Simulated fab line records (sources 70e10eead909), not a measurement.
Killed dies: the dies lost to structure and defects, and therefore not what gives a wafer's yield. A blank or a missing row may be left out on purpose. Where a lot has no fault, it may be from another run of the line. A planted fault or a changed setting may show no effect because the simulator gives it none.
Matching of chambers + flow nand-harc + NHARC_A_SGD_CUT_CMP_21 on cmp-01: 4 sister chambers
The step polishes, target thk 148.19 nm. 4 wafers are shown with their chamber, then 8 later ones without.

== WAFERS WITH THEIR CHAMBER ==
| wafer  | chamber | motor-current-A (A) |
|--------|---------|---------------------|
| L083.4 | 0       | 12.6                |
| L084.1 | 2       | 11.4                |
| L084.4 | 1       | 13.3                |
| L085.1 | 3       | 12.7                |

== WAFERS WITHOUT THEIR CHAMBER ==
| wafer  | motor-current-A (A) |
|--------|---------------------|
| L085.2 | 10.6                |
| L085.5 | 12.5                |
| L088.3 | 13.2                |
| L088.5 | 13.7                |
| L088.6 | 11.5                |
| L096.1 | 13.0                |
| L096.4 | 10.5                |
| L096.6 | 12.5                |

== WHICH CHAMBER EACH ONE RAN IN ==
| wafer  | from the rows above          | in truth |
|--------|------------------------------|----------|
| L085.2 | 2                            | 2        |
| L085.5 | can't be placed: 0 or 3 or 1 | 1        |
| L088.3 | can't be placed: 1 or 3 or 0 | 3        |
| L088.5 | can't be placed: 1 or 3 or 0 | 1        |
| L088.6 | 2                            | 2        |
| L096.1 | can't be placed: 1 or 3 or 0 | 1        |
| L096.4 | 2                            | 2        |
| L096.6 | can't be placed: 0 or 3 or 1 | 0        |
Correctly placed: 3 of 8. Cannot be placed on the basis of these rows: 5; the candidates contain the true chamber in 5. Number placed wrongly: 0.
How it was worked out, from the rows above alone: a wafer's distance from a chamber is the root of the sum, over the readings, of the square of ((its reading less the chamber's mean) divided by the reading's scatter). The wafer belongs to the nearest chamber; if the next one is less than 2 further off, it can't be placed. The mean given for a chamber averages the wafers shown for that chamber. The scatter: root of mean squared gap, hidden wafer to nearest shown wafer, with one shown wafer a chamber.
